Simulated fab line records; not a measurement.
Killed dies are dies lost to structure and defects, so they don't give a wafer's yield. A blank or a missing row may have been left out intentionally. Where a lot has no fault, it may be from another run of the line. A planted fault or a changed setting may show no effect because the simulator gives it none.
Chamber matching / flow nand_harc / 4 sister chambers for NHARC_A_STAIRCASE_ETCH_313 on rie_diel-06
The step etches the open film in CF4/CHF3. 24 wafers are shown with their chamber, then 12 later ones without.

== WAFERS, EACH WITH ITS CHAMBER ==
wafer=L078.1; chamber=0; drypump_motor_current_A (A)=6.2; showerhead_plenum_p_Torr (Torr)=1.60; rf_vpp_V (V)=371.9
wafer=L078.4; chamber=2; drypump_motor_current_A (A)=5.4; showerhead_plenum_p_Torr (Torr)=1.53; rf_vpp_V (V)=370.7
wafer=L078.5; chamber=3; drypump_motor_current_A (A)=6.1; showerhead_plenum_p_Torr (Torr)=1.61; rf_vpp_V (V)=371.4
wafer=L079.1; chamber=3; drypump_motor_current_A (A)=6.1; showerhead_plenum_p_Torr (Torr)=1.61; rf_vpp_V (V)=371.3
wafer=L079.3; chamber=0; drypump_motor_current_A (A)=6.2; showerhead_plenum_p_Torr (Torr)=1.60; rf_vpp_V (V)=371.2
wafer=L079.5; chamber=3; drypump_motor_current_A (A)=6.1; showerhead_plenum_p_Torr (Torr)=1.61; rf_vpp_V (V)=371.3
wafer=L084.1; chamber=0; drypump_motor_current_A (A)=6.2; showerhead_plenum_p_Torr (Torr)=1.60; rf_vpp_V (V)=372.5
wafer=L084.3; chamber=3; drypump_motor_current_A (A)=6.1; showerhead_plenum_p_Torr (Torr)=1.60; rf_vpp_V (V)=372.2
wafer=L084.6; chamber=2; drypump_motor_current_A (A)=5.4; showerhead_plenum_p_Torr (Torr)=1.53; rf_vpp_V (V)=371.6
wafer=L086.2; chamber=2; drypump_motor_current_A (A)=5.4; showerhead_plenum_p_Torr (Torr)=1.53; rf_vpp_V (V)=369.1
wafer=L086.3; chamber=3; drypump_motor_current_A (A)=6.1; showerhead_plenum_p_Torr (Torr)=1.60; rf_vpp_V (V)=370.2
wafer=L086.4; chamber=1; drypump_motor_current_A (A)=5.7; showerhead_plenum_p_Torr (Torr)=1.56; rf_vpp_V (V)=368.3
wafer=L088.3; chamber=1; drypump_motor_current_A (A)=5.7; showerhead_plenum_p_Torr (Torr)=1.56; rf_vpp_V (V)=370.2
wafer=L088.5; chamber=3; drypump_motor_current_A (A)=6.1; showerhead_plenum_p_Torr (Torr)=1.60; rf_vpp_V (V)=371.0
wafer=L088.6; chamber=2; drypump_motor_current_A (A)=5.5; showerhead_plenum_p_Torr (Torr)=1.53; rf_vpp_V (V)=370.9
wafer=L090.1; chamber=3; drypump_motor_current_A (A)=6.1; showerhead_plenum_p_Torr (Torr)=1.60; rf_vpp_V (V)=370.3
wafer=L090.3; chamber=2; drypump_motor_current_A (A)=5.4; showerhead_plenum_p_Torr (Torr)=1.53; rf_vpp_V (V)=369.8
wafer=L090.6; chamber=3; drypump_motor_current_A (A)=6.1; showerhead_plenum_p_Torr (Torr)=1.60; rf_vpp_V (V)=371.7
wafer=L089.1; chamber=1; drypump_motor_current_A (A)=5.7; showerhead_plenum_p_Torr (Torr)=1.56; rf_vpp_V (V)=370.1
wafer=L089.4; chamber=3; drypump_motor_current_A (A)=6.1; showerhead_plenum_p_Torr (Torr)=1.60; rf_vpp_V (V)=370.1
wafer=L089.6; chamber=0; drypump_motor_current_A (A)=6.2; showerhead_plenum_p_Torr (Torr)=1.60; rf_vpp_V (V)=370.1
wafer=L092.2; chamber=0; drypump_motor_current_A (A)=6.2; showerhead_plenum_p_Torr (Torr)=1.59; rf_vpp_V (V)=371.4
wafer=L092.5; chamber=2; drypump_motor_current_A (A)=5.4; showerhead_plenum_p_Torr (Torr)=1.52; rf_vpp_V (V)=369.9
wafer=L092.6; chamber=1; drypump_motor_current_A (A)=5.8; showerhead_plenum_p_Torr (Torr)=1.56; rf_vpp_V (V)=370.7

SIGNATURES, as means of the wafers listed above
reading=drypump_motor_current_A; chamber 0=6.200; chamber 1=5.725; chamber 2=5.417; chamber 3=6.100; scatter within a chamber=0.0281
reading=showerhead_plenum_p_Torr; chamber 0=1.5980; chamber 1=1.5600; chamber 2=1.5283; chamber 3=1.6033; scatter within a chamber=0.00426
reading=rf_vpp_V; chamber 0=371.420; chamber 1=369.825; chamber 2=370.333; chamber 3=371.056; scatter within a chamber=0.858
Rule: a wafer's distance from a chamber is the root of the sum, over the readings, of the square of ((its reading less the chamber's mean) divided by the reading's scatter). The wafer belongs to the nearest chamber; if the next one is less than 2 further off, it can't be placed. The scatter: the root of (the sum of the squares of (reading less its chamber's mean) over the shown wafers, divided by (wafers less chambers)).

== WAFERS MISSING THEIR CHAMBER ==
wafer=L091.4; drypump_motor_current_A (A)=6.2; showerhead_plenum_p_Torr (Torr)=1.59; rf_vpp_V (V)=372.2
wafer=L091.5; drypump_motor_current_A (A)=5.4; showerhead_plenum_p_Torr (Torr)=1.52; rf_vpp_V (V)=368.1
wafer=L091.6; drypump_motor_current_A (A)=5.7; showerhead_plenum_p_Torr (Torr)=1.56; rf_vpp_V (V)=369.7
wafer=L095.1; drypump_motor_current_A (A)=5.7; showerhead_plenum_p_Torr (Torr)=1.56; rf_vpp_V (V)=369.5
wafer=L095.2; drypump_motor_current_A (A)=6.1; showerhead_plenum_p_Torr (Torr)=1.60; rf_vpp_V (V)=371.0
wafer=L095.6; drypump_motor_current_A (A)=5.4; showerhead_plenum_p_Torr (Torr)=1.52; rf_vpp_V (V)=368.4
wafer=L096.4; drypump_motor_current_A (A)=5.4; showerhead_plenum_p_Torr (Torr)=1.52; rf_vpp_V (V)=368.7
wafer=L096.5; drypump_motor_current_A (A)=5.4; showerhead_plenum_p_Torr (Torr)=1.52; rf_vpp_V (V)=368.2
wafer=L096.6; drypump_motor_current_A (A)=5.7; showerhead_plenum_p_Torr (Torr)=1.56; rf_vpp_V (V)=369.6
wafer=L097.2; drypump_motor_current_A (A)=6.1; showerhead_plenum_p_Torr (Torr)=1.59; rf_vpp_V (V)=371.8
wafer=L097.5; drypump_motor_current_A (A)=5.4; showerhead_plenum_p_Torr (Torr)=1.52; rf_vpp_V (V)=369.0
wafer=L097.6; drypump_motor_current_A (A)=6.1; showerhead_plenum_p_Torr (Torr)=1.59; rf_vpp_V (V)=372.2

== THE CHAMBER EACH PASSED THROUGH ==
wafer=L091.4; from the rows above=0; in truth=0
wafer=L091.5; from the rows above=2; in truth=2
wafer=L091.6; from the rows above=1; in truth=1
wafer=L095.1; from the rows above=1; in truth=1
wafer=L095.2; from the rows above=3; in truth=3
wafer=L095.6; from the rows above=2; in truth=2
wafer=L096.4; from the rows above=2; in truth=2
wafer=L096.5; from the rows above=2; in truth=2
wafer=L096.6; from the rows above=1; in truth=1
wafer=L097.2; from the rows above=can't be placed: 3 or 0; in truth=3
wafer=L097.5; from the rows above=2; in truth=2
wafer=L097.6; from the rows above=can't be placed: 3 or 0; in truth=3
Correctly placed: 10 of 12. From these rows, 2 cannot be placed; in 2 the true chamber is one of the candidates. Wrongly placed: 0.
